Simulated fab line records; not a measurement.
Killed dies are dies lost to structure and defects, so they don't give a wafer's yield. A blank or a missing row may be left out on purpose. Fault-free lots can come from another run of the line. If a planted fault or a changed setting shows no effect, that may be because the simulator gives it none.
Comparing a struck lot with a sound one -- flow n5-finfet -- 41 steps out of a route of 1938
Sound: these wafers, L467.1, L467.2, L467.5. Struck: wafer L480.5 (left out: L480.1, L480.6 of the same lot, which were not struck); the cause appears at the end.
For every step that has rows: the tool of each side, followed by ch and its chambers, followed by its first start. Under that, the readings that differ: sound wafers -- struck wafers -- difference of the means -- sigmas: that difference in standard deviations of wafers without a fault.
alike: same words and numbers on both sides, and readings whose means sit less than 2 such deviations apart. not compared: any withheld reading, any reading some wafer has no value for, any bound like >300 that may hide the same value, and any number with overlapping values for which the record gives no deviation.
Wherever a step has rows on one side only, a row that says differs or no value, or a row with sigmas, the two part there. Numbers that don't overlap but have no deviation are shown without sigmas and don't part them. A reading that every wafer of one side lacks parts them only if that side has two wafers or more.

first, 4 steps without rows for these wafers: N5_BEOL_M14_DESCUM_33 (chemistry O2, time 7.9 s); N5_BEOL_M14_ETCH_67 (etches SiARC in CF4, target depth 143 nm, time 238.3 s); N5_BEOL_M14_ETCH_68 (etches SOC in N2/H2, time 450 s); N5_BEOL_M14_STRIP_69 (strips in N2/H2).
N5_BEOL_M14_TRENCH_ETCH_34: etches SiO2 in C4F8/O2/Ar, target depth 556.65 nm, time 126.9 s.
  sound on rie-diel-02 ch 0,2, day 12 21:22; struck on rie-diel-04 ch 1, day 16 04:04
reading,sound,struck,difference,sigmas
drypump-motor-current-A (A),5.2 5.3 5.3,6.3,+1.0,+2
  alike: oes-product-au, rf-vpp-V, showerhead-plenum-p-Torr, throttle-valve-pct
  not compared: rf-hours-counter-h
then, 1 step without rows for these wafers: N5_BEOL_M14_STRIP_70 (strips in C4F8/O2/Ar).
N5_BEOL_M14_OCD_MEAS_35:
  sound on ocd-01, day 12 21:32; struck on ocd-01, day 16 04:13
reading,sound,struck,difference,sigmas
trench-depth-nm (nm),557 537 537,576,+32,+2
then, 4 steps without rows for these wafers: N5_BEOL_M14_STRIP_37 (strips in O2); N5_BEOL_M14_ETCH_38 (etches SiCN in CF4/N2, target depth 106.5 nm, time 120.6 s); N5_BEOL_M14_PRECLEAN_39 (cleans in residue remover, time 60 s); N5_BEOL_M14_SRD_40 (time 30 s, dry time 30 s).
N5_BEOL_M14_DEGAS_41: time 60 s.
  sound on pvd-sputter-03, day 13 01:23; struck on pvd-sputter-02, day 16 05:05
  alike: heater-power-w
N5_BEOL_M14_PRE_CLEAN_42: time 30 s.
  sound on pvd-sputter-03, day 13 01:26; struck on pvd-sputter-02, day 16 05:07
  alike: heater-power-w
then, 2 steps without rows for these wafers: N5_BEOL_M14_SPUTTER_43 (material TaN, target thk 15 nm, time 24.19 s); N5_BEOL_M14_SPUTTER_44 (material Ta, target thk 15 nm, time 24.19 s).
N5_BEOL_M14_SPUTTER_45: material Cu, target thk 100 nm, time 16.67 s.
  sound on pvd-sputter-03, day 13 01:38; struck on pvd-sputter-02, day 16 05:19
  alike: throttle-valve-pct
then, 3 steps without rows for these wafers: N5_BEOL_M14_ECD_47 (material Cu, target thk 1248 nm); N5_BEOL_M14_ANNEAL_48 (time 90 s); N5_BEOL_M14_CMP_49 (polishes, stops on SiO2, t overpolish 5.2 s, target thk 560 nm).
N5_BEOL_M14_THK_MEAS_50: measures by xrf.
  sound on film-metro-01, day 13 02:32; struck on film-metro-01, day 16 06:13
  alike: M14_THK
then, 2 steps without rows for these wafers: N5_BEOL_M14_PRE_CLEAN_52 (time 15 s); N5_BEOL_M14_DEP_53 (deposits SiCN from 3MS/NH3, target thk 50 nm, time 17.8 s).
N5_BEOL_M14_RS_MEAS_54: a four-point-probe measurement.
  sound on film-metro-02, day 13 02:40; struck on film-metro-01, day 16 06:21
reading,sound,struck,difference,sigmas
M14_RS (ohm/sq),0.0332 0.0345 0.0345,0.0321,-0.0020,-2
then, 1 step without rows for these wafers: N5_BEOL_M15_ILD_DEP_00 (deposits SiO2 from TEOS/O2, target thk 1629.3 nm, time 346.1 s).
N5_BEOL_M15_THK_MEAS_01:
  sound on film-metro-01, day 13 02:58; struck on film-metro-01, day 16 06:40
  alike: M15_ILD_THK
then, 8 steps without rows for these wafers: N5_BEOL_M15_COAT_58 (time 60 s, resist thk 89 nm); N5_BEOL_M15_COAT_04 (resist thk 800 nm); N5_BEOL_M15_EBR_06; N5_BEOL_M15_SOFTBAKE_05 (time 60 s); N5_BEOL_M15_EXPOSE_07 (exposes mask V14); N5_BEOL_M15_PEB_08 (peb time 90 s); N5_BEOL_M15_DEVELOP_09 (develop time 45 s); N5_BEOL_M15_HARDBAKE_14 (time 120 s).
N5_BEOL_M15_CD_MEAS_10: the cd target is 360 nm.
  sound on cd-sem-01 ch 0, day 13 03:24; struck on cd-sem-01 ch 0, day 16 06:58
  alike: cd-nm
N5_BEOL_M15_OVL_MEAS_11:
  sound on overlay-02 ch 0, day 13 03:26; struck on overlay-02 ch 0, day 16 07:00
  alike: V14_OVL
then, 2 steps without rows for these wafers: N5_BEOL_M15_DESCUM_15 (chemistry O2, time 7.9 s); N5_BEOL_M15_ETCH_59 (etches BARC in N2/H2, target depth 89 nm, overetch 26.7 nm, time 67.9 s).
N5_BEOL_M15_VIA_ETCH_16: etches SiO2 in C4F8/O2/Ar, target depth 1792.2 nm.
  sound on rie-diel-05 ch 0,3, day 13 03:36; struck on rie-diel-05 ch 2, day 16 07:25
  alike: drypump-motor-current-A, oes-product-au, rf-vpp-V, showerhead-plenum-p-Torr, throttle-valve-pct
then, 1 step without rows for these wafers: N5_BEOL_M15_STRIP_63 (strips in O2).
N5_BEOL_M15_STRIP_64: strips in O2.
  sound on rie-diel-05 ch 0,3; struck on rie-diel-05 ch 2
  alike: drypump-motor-current-A, oes-product-au, rf-vpp-V, showerhead-plenum-p-Torr, throttle-valve-pct
  not compared: rf-hours-counter-h
N5_PASSIVATION_PROBE_49:
  record: rows for the struck wafers here (prober-01, day 17 05:35), none for the sound ones

## WHERE THEY PART
At N5_BEOL_M14_TRENCH_ETCH_34 first; at N5_PASSIVATION_PROBE_49 last (within this record only).

WHY: what the simulator had put in
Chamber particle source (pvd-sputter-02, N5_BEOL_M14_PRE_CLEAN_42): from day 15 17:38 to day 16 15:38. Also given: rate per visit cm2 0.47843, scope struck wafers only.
